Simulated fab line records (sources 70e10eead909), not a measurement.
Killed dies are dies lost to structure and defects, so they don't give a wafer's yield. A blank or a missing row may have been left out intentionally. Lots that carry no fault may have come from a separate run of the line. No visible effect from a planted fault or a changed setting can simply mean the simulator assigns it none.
Which of the tools did it? -- flow nand_harc -- Sampling: 24 lots, 72 wafers, 6 of 1159 route steps

== WHAT THE GAUGES SHOWED, per wafer ==
NHARC_P_CONTACT_INSPECT_27. Usual: raw_defect_count 277, standard deviation 110.
lot,measured,on,raw_defect_count,flag
L074,day 5 19:44,defect_inspect-02,259 338 252,
L076,day 6 04:42,defect_inspect-02,253 192 458,
L075,day 6 04:09,defect_inspect-01,204 393 234,
L078,day 6 21:31,defect_inspect-01,349 242 197,
L077,day 6 20:59,defect_inspect-01,299 424 208,
L079,day 7 03:10,defect_inspect-02,133 123 172,
L080,day 7 10:34,defect_inspect-01,309 410 337,
L082,day 7 15:52,defect_inspect-02,263 291 155,
L081,day 7 23:27,defect_inspect-01,216 315 225,
L083,day 8 05:03,defect_inspect-02,278 256 189,
L084,day 8 09:50,defect_inspect-01,437 314 796,
L085,day 8 22:31,defect_inspect-01,396 229 225,
L086,day 8 23:37,defect_inspect-01,256 222 242,
L087,day 8 23:22,defect_inspect-02,139 154 341,
L088,day 9 13:40,defect_inspect-02,189 659 407,
L089,day 9 14:40,defect_inspect-01,287 322 359,
L090,day 9 23:32,defect_inspect-02,270 240 243,
L091,day 10 05:05,defect_inspect-02,301 268 222,
L094,day 10 13:09,defect_inspect-01,229 243 235,
L092,day 10 22:26,defect_inspect-02,252 289 261,
L093,day 10 22:18,defect_inspect-01,275 462 354,
L095,day 11 00:34,defect_inspect-02,276 284 407,
L096,day 11 06:28,defect_inspect-02,84 169 108,
L097,day 11 14:35,defect_inspect-01,218 345 303,

== WHAT TOOL EACH LOT RAN ON (gives the tool, then ch and the chambers of the sampled wafers, and finally the start) ==
lot,NHARC_P_GATE_HM_DEP_102,NHARC_P_GATE_DESCUM_48,NHARC_P_GATE_STRIP_76,NHARC_P_GATE_DESCUM_93,NHARC_P_GATE_DEGAS_109
L074,"acl_dep-03 ch 0, day 4 18:11","rie_diel-11 ch 0,3, day 5 07:45","plasma_asher-02 ch 0,1, day 5 10:13","rie_diel-07 ch 0,3, day 5 11:10","pvd_sputter-02, day 5 13:12"
L076,"acl_dep-02 ch 0, day 4 23:18","rie_diel-07 ch 0,3, day 5 14:23","plasma_asher-01 ch 0,1, day 5 16:52","rie_diel-13 ch 1,2,3, day 5 17:55","pvd_sputter-03, day 5 19:54"
L075,"acl_dep-01 ch 0, day 4 23:26","rie_diel-13 ch 0,1,2, day 5 13:23","plasma_asher-02 ch 0,1, day 5 15:53","rie_diel-11 ch 0,1, day 5 16:56","pvd_sputter-01, day 5 18:55"
L078,"acl_dep-02 ch 0, day 5 13:07","rie_diel-07 ch 1,3, day 6 05:26","plasma_asher-02 ch 0,1, day 6 08:24","rie_diel-13 ch 0,2, day 6 09:38","pvd_sputter-02, day 6 12:19"
L077,"acl_dep-01 ch 0, day 5 13:24","rie_diel-11 ch 0,1, day 6 05:01","plasma_asher-02 ch 0,1, day 6 08:05","rie_diel-13 ch 1,2, day 6 09:26","pvd_sputter-01, day 6 11:24"
L079,"acl_dep-03 ch 0, day 5 20:56","rie_diel-07 ch 0,2,3, day 6 10:41","plasma_asher-02 ch 0,1, day 6 13:58","rie_diel-13 ch 1,2,3, day 6 15:03","pvd_sputter-03, day 6 17:01"
L080,"acl_dep-02 ch 0, day 6 08:38","rie_diel-13 ch 0,2, day 6 22:17","plasma_asher-02 ch 0,1, day 7 01:07","rie_diel-11 ch 0,2, day 7 02:08","pvd_sputter-03, day 7 04:41"
L082,"acl_dep-02 ch 0, day 6 13:35","rie_diel-11 ch 1,2, day 7 02:43","plasma_asher-02 ch 0,1, day 7 06:13","rie_diel-13 ch 0,3, day 7 07:10","pvd_sputter-02, day 7 09:19"
L081,"acl_dep-01 ch 0, day 6 13:41","rie_diel-11 ch 0,2,3, day 7 06:04","plasma_asher-02 ch 0,1, day 7 10:13","rie_diel-13 ch 0,1,3, day 7 11:17","pvd_sputter-03, day 7 14:03"
L083,"acl_dep-03 ch 0, day 6 21:20","rie_diel-13 ch 1,2,3, day 7 10:49","plasma_asher-02 ch 0,1, day 7 14:11","rie_diel-07 ch 1,3, day 7 15:09","pvd_sputter-03, day 7 17:22"
L084,"acl_dep-03 ch 0, day 7 04:34","rie_diel-13 ch 0,2,3, day 7 18:06","plasma_asher-02 ch 1, day 7 21:10","rie_diel-13 ch 0,2,3, day 7 22:07","pvd_sputter-03, day 8 00:05"
L085,"acl_dep-01 ch 0, day 7 13:08","rie_diel-11 ch 0,3, day 8 02:20","plasma_asher-02 ch 0,1, day 8 04:50","rie_diel-13 ch 0,2, day 8 05:53","pvd_sputter-03, day 8 07:59"
L086,"acl_dep-03 ch 0, day 7 21:53","rie_diel-13 ch 0,1,2, day 8 11:17","plasma_asher-02 ch 0,1, day 8 13:43","rie_diel-13 ch 0,1,2, day 8 14:41","pvd_sputter-01, day 8 16:39"
L087,"acl_dep-02 ch 0, day 7 22:12","rie_diel-13 ch 0,1,3, day 8 11:46","plasma_asher-01 ch 1, day 8 14:21","rie_diel-13 ch 0,1,2, day 8 15:27","pvd_sputter-01, day 8 17:26"
L088,"acl_dep-03 ch 0, day 8 05:43","rie_diel-13 ch 2,3, day 8 19:10","plasma_asher-01 ch 0,1, day 8 21:37","rie_diel-13 ch 0,1,2, day 8 22:43","pvd_sputter-01, day 9 00:40"
L089,"acl_dep-01 ch 0, day 8 05:46","rie_diel-13 ch 0,2,3, day 8 19:20","plasma_asher-01 ch 0,1, day 8 21:58","rie_diel-07 ch 1,2,3, day 8 23:04","pvd_sputter-02, day 9 01:47"
L090,"acl_dep-03 ch 0, day 8 17:50","rie_diel-07 ch 0,1,2, day 9 07:37","plasma_asher-02 ch 0,1, day 9 10:04","rie_diel-13 ch 0,3, day 9 11:09","pvd_sputter-01, day 9 13:06"
L091,"acl_dep-01 ch 0, day 8 17:55","rie_diel-13 ch 2,3, day 9 07:47","plasma_asher-01 ch 0,1, day 9 10:23","rie_diel-13 ch 0,1,3, day 9 11:31","pvd_sputter-01, day 9 23:20"
L094,"acl_dep-03 ch 0, day 9 11:38","rie_diel-07 ch 2,3, day 10 01:19","plasma_asher-02 ch 0,1, day 10 03:42","rie_diel-13 ch 0,1, day 10 04:49","pvd_sputter-03, day 10 06:59"
L092,"acl_dep-02 ch 0, day 9 12:02","rie_diel-13 ch 0,3, day 10 01:58","plasma_asher-02 ch 0,1, day 10 04:16","rie_diel-11 ch 1,2,3, day 10 05:22","pvd_sputter-01, day 10 07:55"
L093,"acl_dep-03 ch 0, day 9 12:35","rie_diel-07 ch 1,2, day 10 02:08","plasma_asher-01 ch 0,1, day 10 04:34","rie_diel-07 ch 2,3, day 10 05:37","pvd_sputter-03, day 10 07:46"
L095,"acl_dep-01 ch 0, day 9 23:31","rie_diel-13 ch 2,3, day 10 12:56","plasma_asher-02 ch 0,1, day 10 15:17","rie_diel-13 ch 1,2, day 10 16:15","pvd_sputter-02, day 10 18:18"
L096,"acl_dep-03 ch 0, day 10 04:56","rie_diel-11 ch 0,2,3, day 10 18:38","plasma_asher-02 ch 0,1, day 10 21:02","rie_diel-07 ch 1,2,3, day 10 22:07","pvd_sputter-03, day 11 00:05"
L097,"acl_dep-01 ch 0, day 10 11:36","rie_diel-11 ch 0,3, day 11 03:16","plasma_asher-02 ch 0,1, day 11 05:40","rie_diel-13 ch 0,2,3, day 11 06:38","pvd_sputter-02, day 11 08:36"
- NHARC_P_GATE_HM_DEP_102: deposits aC, target thk 120 nm.
- NHARC_P_GATE_DESCUM_48: chemistry O2, time 3 s.
- NHARC_P_GATE_STRIP_76: strips in O2.
- NHARC_P_GATE_DESCUM_93: chemistry O2, time 3 s.
- NHARC_P_GATE_DEGAS_109: time 60 s.

== WHAT THE TOOLS THEMSELVES READ (means of the sampled wafers that have a number; where no wafer has one, the mark that the record gives instead) ==
NHARC_P_GATE_HM_DEP_102. Usual: throttle_valve_pct 34.999 %, standard deviation 0.0096.
lot,tool,throttle_valve_pct (%),flag
L074,acl_dep-03,35.009,
L076,acl_dep-02,35.002,
L075,acl_dep-01,35.005,
L078,acl_dep-02,34.991,
L077,acl_dep-01,35.007,
L079,acl_dep-03,34.998,
L080,acl_dep-02,34.996,
L082,acl_dep-02,35.009,
L081,acl_dep-01,34.997,
L083,acl_dep-03,34.992,
L084,acl_dep-03,35.010,
L085,acl_dep-01,34.994,
L086,acl_dep-03,34.998,
L087,acl_dep-02,35.002,
L088,acl_dep-03,35.005,
L089,acl_dep-01,35.001,
L090,acl_dep-03,34.986,
L091,acl_dep-01,35.010,
L094,acl_dep-03,34.994,
L092,acl_dep-02,34.990,
L093,acl_dep-03,35.000,
L095,acl_dep-01,35.003,
L096,acl_dep-03,35.001,
L097,acl_dep-01,34.995,

NHARC_P_GATE_DESCUM_48. Usual: drypump_motor_current_A 5.8 A, standard deviation 0.5; oes_product_au 0.997 a.u., standard deviation 0.0086; rf_vpp_V 57.9 V, standard deviation 0.89; showerhead_plenum_p_Torr 1.94 Torr, standard deviation 0.078; throttle_valve_pct 11.311 %, standard deviation 0.01.
lot,tool,drypump_motor_current_A (A),oes_product_au (a.u.),rf_vpp_V (V),showerhead_plenum_p_Torr (Torr),throttle_valve_pct (%),flag
L074,rie_diel-11,6.0,1.006,58.5,1.97,11.308,
L076,rie_diel-07,5.9,1.000,58.8,2.00,11.314,
L075,rie_diel-13,5.6,1.005,58.0,1.91,11.310,
L078,rie_diel-07,5.0,1.000,58.0,1.94,11.314,
L077,rie_diel-11,5.7,1.002,57.7,1.98,11.307,
L079,rie_diel-07,6.1,1.001,57.6,1.98,11.317,
L080,rie_diel-13,5.7,1.001,57.7,1.90,11.300,
L082,rie_diel-11,5.5,0.995,57.4,1.94,11.315,
L081,rie_diel-11,6.0,0.992,57.2,1.91,11.325,
L083,rie_diel-13,5.8,0.989,57.5,1.93,11.312,
L084,rie_diel-13,5.9,0.997,57.8,1.91,11.317,
L085,rie_diel-11,6.1,1.007,58.5,1.96,11.308,
L086,rie_diel-13,5.6,0.997,57.2,1.90,11.315,
L087,rie_diel-13,5.7,0.996,58.0,1.96,11.308,
L088,rie_diel-13,6.1,0.995,57.5,1.94,11.310,
L089,rie_diel-13,5.9,0.990,57.9,1.91,11.304,
L090,rie_diel-07,5.8,1.006,58.2,1.91,11.305,
L091,rie_diel-13,6.1,0.996,58.2,1.88,11.307,
L094,rie_diel-07,5.8,1.006,58.4,2.03,11.323,
L092,rie_diel-13,5.8,0.988,57.9,1.94,11.310,
L093,rie_diel-07,5.5,0.992,57.8,1.96,11.315,
L095,rie_diel-13,6.1,1.002,57.7,1.88,11.312,
L096,rie_diel-11,6.0,1.005,57.1,1.90,11.303,
L097,rie_diel-11,6.1,0.999,58.2,1.95,11.315,

NHARC_P_GATE_STRIP_76. Usual: drypump_motor_current_A 6.1 A, standard deviation 0.32; heater_power_w 297 W, standard deviation 32.
lot,tool,drypump_motor_current_A (A),heater_power_w (W),flag
L074,plasma_asher-02,6.2,296,
L076,plasma_asher-01,5.5,329,
L075,plasma_asher-02,6.2,277,
L078,plasma_asher-02,6.2,294,
L077,plasma_asher-02,6.2,299,
L079,plasma_asher-02,6.2,293,
L080,plasma_asher-02,6.2,276,
L082,plasma_asher-02,6.2,279,
L081,plasma_asher-02,6.2,278,
L083,plasma_asher-02,6.2,277,
L084,plasma_asher-02,6.2,258,
L085,plasma_asher-02,6.2,274,
L086,plasma_asher-02,6.2,278,
L087,plasma_asher-01,5.9,344,
L088,plasma_asher-01,5.7,341,
L089,plasma_asher-01,5.5,323,
L090,plasma_asher-02,6.2,295,
L091,plasma_asher-01,5.4,330,
L094,plasma_asher-02,6.2,276,
L092,plasma_asher-02,6.2,271,
L093,plasma_asher-01,5.7,336,
L095,plasma_asher-02,6.2,293,
L096,plasma_asher-02,6.2,276,
L097,plasma_asher-02,6.2,287,

NHARC_P_GATE_DESCUM_93. Usual: drypump_motor_current_A 5.7 A, standard deviation 0.47; oes_product_au 0.996 a.u., standard deviation 0.0097; rf_vpp_V 57.8 V, standard deviation 0.96; showerhead_plenum_p_Torr 1.93 Torr, standard deviation 0.076; throttle_valve_pct 11.311 %, standard deviation 0.0086.
lot,tool,drypump_motor_current_A (A),oes_product_au (a.u.),rf_vpp_V (V),showerhead_plenum_p_Torr (Torr),throttle_valve_pct (%),flag
L074,rie_diel-07,6.3,1.001,56.7,1.93,11.306,
L076,rie_diel-13,5.8,0.990,57.8,1.93,11.315,
L075,rie_diel-11,5.7,0.994,58.7,1.98,11.310,
L078,rie_diel-13,5.9,0.998,57.0,1.86,11.316,
L077,rie_diel-13,5.7,1.002,57.9,1.87,11.308,
L079,rie_diel-13,5.8,0.998,59.1,1.93,11.313,
L080,rie_diel-11,5.6,0.988,57.9,1.84,11.308,
L082,rie_diel-13,5.8,0.994,57.8,1.95,11.320,
L081,rie_diel-13,5.7,0.991,57.3,1.96,11.330,
L083,rie_diel-07,5.0,0.997,57.8,1.94,11.309,
L084,rie_diel-13,5.9,0.994,57.1,1.91,11.310,
L085,rie_diel-13,5.7,0.995,57.1,1.89,11.309,
L086,rie_diel-13,5.6,0.997,57.5,1.90,11.304,
L087,rie_diel-13,5.6,0.997,56.8,1.90,11.309,
L088,rie_diel-13,5.6,1.003,57.9,1.90,11.311,
L089,rie_diel-07,5.4,1.001,57.9,1.98,11.311,
L090,rie_diel-13,6.0,0.983,57.9,1.97,11.311,
L091,rie_diel-13,5.7,0.992,57.9,1.95,11.306,
L094,rie_diel-13,5.4,0.992,57.2,1.93,11.310,
L092,rie_diel-11,5.9,0.999,58.4,1.92,11.310,
L093,rie_diel-07,5.7,1.015,57.6,2.04,11.312,
L095,rie_diel-13,5.5,0.995,57.7,1.91,11.315,
L096,rie_diel-07,5.4,1.013,58.8,1.98,11.310,
L097,rie_diel-13,5.9,0.995,57.8,1.91,11.318,

NHARC_P_GATE_DEGAS_109. Usual: heater_power_w 460 W, standard deviation 39.
lot,tool,heater_power_w (W),flag
L074,pvd_sputter-02,482,
L076,pvd_sputter-03,448,
L075,pvd_sputter-01,477,
L078,pvd_sputter-02,451,
L077,pvd_sputter-01,449,
L079,pvd_sputter-03,458,
L080,pvd_sputter-03,458,
L082,pvd_sputter-02,442,
L081,pvd_sputter-03,499,
L083,pvd_sputter-03,494,
L084,pvd_sputter-03,489,
L085,pvd_sputter-03,458,
L086,pvd_sputter-01,451,
L087,pvd_sputter-01,453,
L088,pvd_sputter-01,427,
L089,pvd_sputter-02,410,
L090,pvd_sputter-01,473,
L091,pvd_sputter-01,429,
L094,pvd_sputter-03,486,
L092,pvd_sputter-01,479,
L093,pvd_sputter-03,493,
L095,pvd_sputter-02,441,
L096,pvd_sputter-03,438,
L097,pvd_sputter-02,444,

== THE ANSWER, worked out from the rows above alone ==
Rule: a lot is off if the mean of its wafers that have a number lies more than 3 standard deviations from the usual mean. Also off: a lot with no number at a reading for which 4 or more lots have one. The other lots that the step has rows for count as sound. Order of review: gauges by route order, followed by the tools' own readings, for which a lot's mean as printed above is used. At the first step where some lot is off, the reading lying furthest off is the one used; lots without a number count as furthest.
No lot is off at any reading shown: from this, nothing can be told.

== WHAT WAS PUT IN BY THE SIMULATOR ==
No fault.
